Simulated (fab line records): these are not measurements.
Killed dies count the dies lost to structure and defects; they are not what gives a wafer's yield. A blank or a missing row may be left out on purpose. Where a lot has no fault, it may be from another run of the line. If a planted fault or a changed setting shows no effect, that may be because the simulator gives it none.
Which tool was responsible? + flow n5-finfet + 24 lots with 72 wafers sampled at 6 steps, on a route of 1938 steps

== WHAT THE GAUGES READ, wafer by wafer ==
N5_BEOL_M15_THK_MEAS_50: measures by xrf.
| lot  | measured     | on            | M15_THK (nm) |
|------|--------------|---------------|--------------|
| L075 | day 12 19:20 | film-metro-01 | 827 862 817  |
| L074 | day 13 01:56 | film-metro-02 | 853 847 836  |
| L076 | day 13 12:44 | film-metro-01 | 847 862 845  |
| L077 | day 13 13:13 | film-metro-01 | 822 848 846  |
| L079 | day 13 14:07 | film-metro-01 | 859 844 876  |
| L078 | day 13 20:14 | film-metro-01 | 842 860 859  |
| L080 | day 14 01:23 | film-metro-02 | 851 853 852  |
| L083 | day 14 01:35 | film-metro-02 | 861 867 836  |
| L081 | day 14 16:42 | film-metro-02 | 870 882 864  |
| L084 | day 15 06:02 | film-metro-01 | 860 832 836  |
| L082 | day 15 08:31 | film-metro-02 | 854 851 826  |
| L088 | day 15 10:29 | film-metro-02 | 837 868 829  |
| L085 | day 15 16:16 | film-metro-02 | 864 869 878  |
| L086 | day 15 21:32 | film-metro-02 | 851 896 881  |
| L087 | day 15 23:46 | film-metro-01 | 814 857 859  |
| L089 | day 16 09:37 | film-metro-02 | 863 858 878  |
| L092 | day 16 11:57 | film-metro-02 | 864 851 849  |
| L090 | day 16 19:01 | film-metro-02 | 822 863 859  |
| L091 | day 16 19:36 | film-metro-01 | 850 857 849  |
| L093 | day 17 02:39 | film-metro-01 | 846 847 840  |
| L094 | day 17 07:55 | film-metro-01 | 859 823 854  |
| L095 | day 17 17:38 | film-metro-02 | 836 857 839  |
| L096 | day 18 10:59 | film-metro-01 | 856 858 845  |
| L097 | day 18 15:46 | film-metro-01 | 852 836 838  |

N5_MIM_BOT_LITHO_INSPECT_12: inspects for defects (macro).
| lot  | measured     | on                | raw-defect-count |
|------|--------------|-------------------|------------------|
| L075 | day 13 01:22 | defect-inspect-01 | 1 3 2            |
| L074 | day 13 07:50 | defect-inspect-01 | 1 0 0            |
| L076 | day 13 18:10 | defect-inspect-02 | 2 3 1            |
| L077 | day 13 18:40 | defect-inspect-01 | 3 2 1            |
| L079 | day 13 19:41 | defect-inspect-02 | 0 0 1            |
| L078 | day 14 00:55 | defect-inspect-02 | 2 4 3            |
| L080 | day 14 06:54 | defect-inspect-02 | 2 2 3            |
| L083 | day 14 07:11 | defect-inspect-02 | 1 4 6            |
| L081 | day 14 21:17 | defect-inspect-02 | 1 2 0            |
| L084 | day 15 11:10 | defect-inspect-02 | 1 4 1            |
| L082 | day 15 12:14 | defect-inspect-01 | 0 4 3            |
| L088 | day 15 15:54 | defect-inspect-02 | 1 2 2            |
| L085 | day 15 20:43 | defect-inspect-01 | 2 2 2            |
| L086 | day 16 00:55 | defect-inspect-02 | 1 3 2            |
| L087 | day 16 04:34 | defect-inspect-02 | 2 2 4            |
| L089 | day 16 13:58 | defect-inspect-01 | 0 4 2            |
| L092 | day 16 16:46 | defect-inspect-01 | 1 1 4            |
| L090 | day 16 23:46 | defect-inspect-02 | 2 0 5            |
| L091 | day 17 00:13 | defect-inspect-01 | 1 2 2            |
| L093 | day 17 08:58 | defect-inspect-01 | 7 3 3            |
| L094 | day 17 11:52 | defect-inspect-01 | 6 3 0            |
| L095 | day 18 00:49 | defect-inspect-01 | 1 3 0            |
| L096 | day 18 15:38 | defect-inspect-01 | 1 1 2            |
| L097 | day 18 19:17 | defect-inspect-02 | 1 2 2            |

== WHAT TOOL EACH LOT RAN ON (gives the tool, then ch and the chambers of the sampled wafers, and finally the start) ==
| lot  | N5_BEOL_M14_DEP_53              | N5_BEOL_M15_ETCH_57                | N5_BEOL_M15_PRE_CLEAN_42     | N5_MIM_TOP_DEGAS_04          |
|------|---------------------------------|------------------------------------|------------------------------|------------------------------|
| L075 | pecvd-04 ch 0,2, day 12 13:40   | rie-diel-04 ch 0,2, day 12 15:10   | pvd-sputter-02, day 12 18:01 | pvd-sputter-03, day 12 23:31 |
| L074 | pecvd-04 ch 0,2, day 12 18:35   | rie-diel-05 ch 2,3, day 12 20:03   | pvd-sputter-03, day 13 00:46 | pvd-sputter-02, day 13 06:29 |
| L076 | pecvd-04 ch 0,1,2, day 13 03:53 | rie-diel-02 ch 0,2,3, day 13 05:27 | pvd-sputter-02, day 13 11:33 | pvd-sputter-03, day 13 16:41 |
| L077 | pecvd-04 ch 0,1,2, day 13 04:32 | rie-diel-04 ch 0,1,2, day 13 06:06 | pvd-sputter-02, day 13 12:03 | pvd-sputter-02, day 13 17:19 |
| L079 | pecvd-01 ch 0,1, day 13 08:53   | rie-diel-04 ch 0,1,3, day 13 10:24 | pvd-sputter-02, day 13 12:57 | pvd-sputter-01, day 13 18:25 |
| L078 | pecvd-03 ch 0,1,2, day 13 09:12 | rie-diel-02 ch 0,1, day 13 11:07   | pvd-sputter-03, day 13 19:05 | pvd-sputter-03, day 13 23:31 |
| L080 | pecvd-03 ch 1,2, day 13 17:43   | rie-diel-02 ch 1,2, day 13 19:14   | pvd-sputter-02, day 13 23:58 | pvd-sputter-02, day 14 05:32 |
| L083 | pecvd-03 ch 1,2, day 13 18:02   | rie-diel-04 ch 1,2, day 13 19:25   | pvd-sputter-02, day 14 00:24 | pvd-sputter-02, day 14 05:40 |
| L081 | pecvd-01 ch 1,2, day 14 10:51   | rie-diel-05 ch 0,1,3, day 14 12:20 | pvd-sputter-01, day 14 15:17 | pvd-sputter-03, day 14 19:53 |
| L084 | pecvd-03 ch 0,2, day 14 23:43   | rie-diel-04 ch 0,1,3, day 15 01:13 | pvd-sputter-03, day 15 04:53 | pvd-sputter-02, day 15 09:49 |
| L082 | pecvd-03 ch 0,2, day 15 00:06   | rie-diel-05 ch 0,1,2, day 15 02:02 | pvd-sputter-03, day 15 07:22 | pvd-sputter-01, day 15 10:49 |
| L088 | pecvd-03 ch 1,2, day 15 02:20   | rie-diel-05 ch 0,1,2, day 15 03:54 | pvd-sputter-03, day 15 09:20 | pvd-sputter-02, day 15 14:25 |
| L085 | pecvd-04 ch 0,2, day 15 10:17   | rie-diel-02 ch 0,1,2, day 15 11:46 | pvd-sputter-03, day 15 14:51 | pvd-sputter-02, day 15 19:10 |
| L086 | pecvd-03 ch 0,1, day 15 16:04   | rie-diel-05 ch 0,1, day 15 17:47   | pvd-sputter-02, day 15 19:46 | pvd-sputter-02, day 15 23:34 |
| L087 | pecvd-04 ch 0,1, day 15 17:08   | rie-diel-02 ch 0,1,3, day 15 19:07 | pvd-sputter-03, day 15 22:26 | pvd-sputter-02, day 16 03:13 |
| L089 | pecvd-03 ch 0,1, day 16 03:25   | rie-diel-02 ch 1,3, day 16 04:55   | pvd-sputter-03, day 16 08:19 | pvd-sputter-02, day 16 12:45 |
| L092 | pecvd-04 ch 0,1,2, day 16 04:53 | rie-diel-02 ch 0,1,3, day 16 06:29 | pvd-sputter-01, day 16 10:48 | pvd-sputter-03, day 16 15:25 |
| L090 | pecvd-04 ch 0,1,2, day 16 09:53 | rie-diel-04 ch 0,1,2, day 16 11:44 | pvd-sputter-02, day 16 17:52 | pvd-sputter-03, day 16 22:05 |
| L091 | pecvd-04 ch 0,1,2, day 16 14:00 | rie-diel-02 ch 1,2,3, day 16 15:23 | pvd-sputter-03, day 16 18:01 | pvd-sputter-03, day 16 22:38 |
| L093 | pecvd-04 ch 0,1, day 16 22:03   | rie-diel-05 ch 1,2,3, day 16 23:25 | pvd-sputter-02, day 17 01:29 | pvd-sputter-01, day 17 07:20 |
| L094 | pecvd-04 ch 0,1,2, day 17 00:12 | rie-diel-02 ch 1,2, day 17 01:41   | pvd-sputter-02, day 17 06:46 | pvd-sputter-01, day 17 10:29 |
| L095 | pecvd-03 ch 1,2, day 17 08:21   | rie-diel-02 ch 0,1,3, day 17 10:03 | pvd-sputter-01, day 17 16:29 | pvd-sputter-02, day 17 23:28 |
| L096 | pecvd-01 ch 0,2, day 18 02:19   | rie-diel-05 ch 0,1,3, day 18 03:53 | pvd-sputter-03, day 18 07:32 | pvd-sputter-01, day 18 14:08 |
| L097 | pecvd-04 ch 0,1,2, day 18 11:03 | rie-diel-05 ch 0,1,2, day 18 12:44 | pvd-sputter-01, day 18 14:30 | pvd-sputter-01, day 18 17:53 |
- N5_BEOL_M14_DEP_53: deposits SiCN from 3MS/NH3, target thk 50 nm, time 17.8 s.
- N5_BEOL_M15_ETCH_57: etches SOC in N2/H2, time 750 s.
- N5_BEOL_M15_PRE_CLEAN_42: time 30 s.
- N5_MIM_TOP_DEGAS_04: time 60 s.

== AS READ BY THE TOOLS THEMSELVES (means over the sampled wafers that have a number; for cases with no such wafer, the mark the record gives instead) ==
N5_BEOL_M14_DEP_53.
| lot  | tool     | showerhead-plenum-p-Torr (Torr) | throttle-valve-pct (%) |
|------|----------|---------------------------------|------------------------|
| L075 | pecvd-04 | 4.154                           | 17.2                   |
| L074 | pecvd-04 | 4.154                           | 17.4                   |
| L076 | pecvd-04 | 4.151                           | 17.6                   |
| L077 | pecvd-04 | 4.158                           | 17.5                   |
| L079 | pecvd-01 | 4.176                           | 18.9                   |
| L078 | pecvd-03 | 4.158                           | 18.6                   |
| L080 | pecvd-03 | 4.155                           | 18.0                   |
| L083 | pecvd-03 | 4.155                           | 17.9                   |
| L081 | pecvd-01 | 4.173                           | 17.6                   |
| L084 | pecvd-03 | 4.175                           | 18.6                   |
| L082 | pecvd-03 | 4.190                           | 18.9                   |
| L088 | pecvd-03 | 4.158                           | 18.1                   |
| L085 | pecvd-04 | 4.170                           | 17.6                   |
| L086 | pecvd-03 | 4.143                           | 19.0                   |
| L087 | pecvd-04 | 4.178                           | 18.2                   |
| L089 | pecvd-03 | 4.162                           | 19.1                   |
| L092 | pecvd-04 | 4.158                           | 17.7                   |
| L090 | pecvd-04 | 4.154                           | 17.7                   |
| L091 | pecvd-04 | 4.151                           | 17.6                   |
| L093 | pecvd-04 | 4.159                           | 18.0                   |
| L094 | pecvd-04 | 4.159                           | 17.7                   |
| L095 | pecvd-03 | 4.158                           | 18.0                   |
| L096 | pecvd-01 | 4.155                           | 19.5                   |
| L097 | pecvd-04 | 4.156                           | 17.7                   |

N5_BEOL_M15_ETCH_57.
| lot  | tool        | bias-w (W) | drypump-motor-current-A (A) | oes-product-au (a.u.) | rf-vpp-V (V) | showerhead-plenum-p-Torr (Torr) | throttle-valve-pct (%) |
|------|-------------|------------|-----------------------------|-----------------------|--------------|---------------------------------|------------------------|
| L075 | rie-diel-04 | 349.1      | 5.7                         | 0.84                  | 527          | 2.69                            | 17.88                  |
| L074 | rie-diel-05 | 350.3      | 5.6                         | 0.80                  | 523          | 2.53                            | 17.81                  |
| L076 | rie-diel-02 | 349.8      | 5.8                         | 0.80                  | 524          | 2.57                            | 17.97                  |
| L077 | rie-diel-04 | 349.9      | 5.4                         | 0.90                  | 526          | 2.63                            | 17.70                  |
| L079 | rie-diel-04 | 349.2      | 5.4                         | 0.87                  | 524          | 2.55                            | 17.78                  |
| L078 | rie-diel-02 | 348.8      | 5.3                         | 0.81                  | 523          | 2.49                            | 17.95                  |
| L080 | rie-diel-02 | 350.5      | 5.4                         | 0.85                  | 523          | 2.54                            | 17.87                  |
| L083 | rie-diel-04 | 349.6      | 5.5                         | 0.92                  | 524          | 2.55                            | 17.64                  |
| L081 | rie-diel-05 | 349.2      | 5.9                         | 0.81                  | 527          | 2.65                            | 17.92                  |
| L084 | rie-diel-04 | 351.2      | 5.4                         | 0.85                  | 524          | 2.55                            | 17.80                  |
| L082 | rie-diel-05 | 350.2      | 5.7                         | 0.79                  | 524          | 2.57                            | 18.01                  |
| L088 | rie-diel-05 | 349.3      | 5.7                         | 0.79                  | 525          | 2.57                            | 18.01                  |
| L085 | rie-diel-02 | 349.5      | 5.5                         | 0.77                  | 524          | 2.55                            | 17.96                  |
| L086 | rie-diel-05 | 350.8      | 6.0                         | 0.76                  | 525          | 2.59                            | 18.14                  |
| L087 | rie-diel-02 | 349.7      | 5.5                         | 0.79                  | 522          | 2.49                            | 18.02                  |
| L089 | rie-diel-02 | 350.5      | 5.5                         | 0.85                  | 522          | 2.48                            | 17.98                  |
| L092 | rie-diel-02 | 348.8      | 5.5                         | 0.79                  | 522          | 2.49                            | 18.03                  |
| L090 | rie-diel-04 | 349.6      | 5.4                         | 0.84                  | 526          | 2.62                            | 17.74                  |
| L091 | rie-diel-02 | 349.6      | 5.6                         | 0.83                  | 524          | 2.54                            | 17.94                  |
| L093 | rie-diel-05 | 350.5      | 5.9                         | 0.75                  | 523          | 2.55                            | 17.99                  |
| L094 | rie-diel-02 | 350.2      | 5.6                         | 0.82                  | 526          | 2.61                            | 17.88                  |
| L095 | rie-diel-02 | 350.5      | 5.5                         | 0.88                  | 521          | 2.48                            | 17.89                  |
| L096 | rie-diel-05 | 350.8      | 5.9                         | 0.89                  | 526          | 2.64                            | 17.81                  |
| L097 | rie-diel-05 | 349.7      | 5.7                         | 0.87                  | 524          | 2.56                            | 17.87                  |

N5_BEOL_M15_PRE_CLEAN_42.
| lot  | tool           | heater-power-w (W) |
|------|----------------|--------------------|
| L075 | pvd-sputter-02 | 421                |
| L074 | pvd-sputter-03 | 453                |
| L076 | pvd-sputter-02 | 446                |
| L077 | pvd-sputter-02 | 456                |
| L079 | pvd-sputter-02 | 456                |
| L078 | pvd-sputter-03 | 435                |
| L080 | pvd-sputter-02 | 456                |
| L083 | pvd-sputter-02 | 417                |
| L081 | pvd-sputter-01 | 430                |
| L084 | pvd-sputter-03 | 460                |
| L082 | pvd-sputter-03 | 445                |
| L088 | pvd-sputter-03 | 503                |
| L085 | pvd-sputter-03 | 442                |
| L086 | pvd-sputter-02 | 414                |
| L087 | pvd-sputter-03 | 460                |
| L089 | pvd-sputter-03 | 436                |
| L092 | pvd-sputter-01 | 448                |
| L090 | pvd-sputter-02 | 458                |
| L091 | pvd-sputter-03 | 466                |
| L093 | pvd-sputter-02 | 437                |
| L094 | pvd-sputter-02 | 453                |
| L095 | pvd-sputter-01 | 452                |
| L096 | pvd-sputter-03 | 478                |
| L097 | pvd-sputter-01 | 442                |

N5_MIM_TOP_DEGAS_04.
| lot  | tool           | heater-power-w (W) |
|------|----------------|--------------------|
| L075 | pvd-sputter-03 | 429                |
| L074 | pvd-sputter-02 | 455                |
| L076 | pvd-sputter-03 | 456                |
| L077 | pvd-sputter-02 | 447                |
| L079 | pvd-sputter-01 | 464                |
| L078 | pvd-sputter-03 | 466                |
| L080 | pvd-sputter-02 | 419                |
| L083 | pvd-sputter-02 | 409                |
| L081 | pvd-sputter-03 | 447                |
| L084 | pvd-sputter-02 | 448                |
| L082 | pvd-sputter-01 | 434                |
| L088 | pvd-sputter-02 | 460                |
| L085 | pvd-sputter-02 | 426                |
| L086 | pvd-sputter-02 | 493                |
| L087 | pvd-sputter-02 | 422                |
| L089 | pvd-sputter-02 | 458                |
| L092 | pvd-sputter-03 | 484                |
| L090 | pvd-sputter-03 | 445                |
| L091 | pvd-sputter-03 | 445                |
| L093 | pvd-sputter-01 | 461                |
| L094 | pvd-sputter-01 | 459                |
| L095 | pvd-sputter-02 | 459                |
| L096 | pvd-sputter-01 | 441                |
| L097 | pvd-sputter-01 | 459                |

== THE ANSWER, worked out from the rows above alone ==
Rule: the usual values come from the lots themselves. The widest of any qualifying gaps counts: lots, ordered by their means at a reading, are off when they make up no more than a third of the lots, leave a main group of 4 or more, and stand apart from it by 3 or more times the standard deviation of that group's means. The tables above print the reading to a certain number of digits; a main group whose means all agree to those digits is not used. Also off: a lot with no number at a reading for which 4 or more lots have one. All remaining lots with rows at the step are treated as sound. Order of review: gauges by route order, followed by the tools' own readings, for which a lot's mean as printed above is used. The first step at which some lot is off is used, and at that step the reading that is off furthest; a lot without a number counts as furthest.
Across all readings shown, no lot is off: no conclusion can be drawn from this.

== WHAT THE SIMULATOR HAD PUT IN ==
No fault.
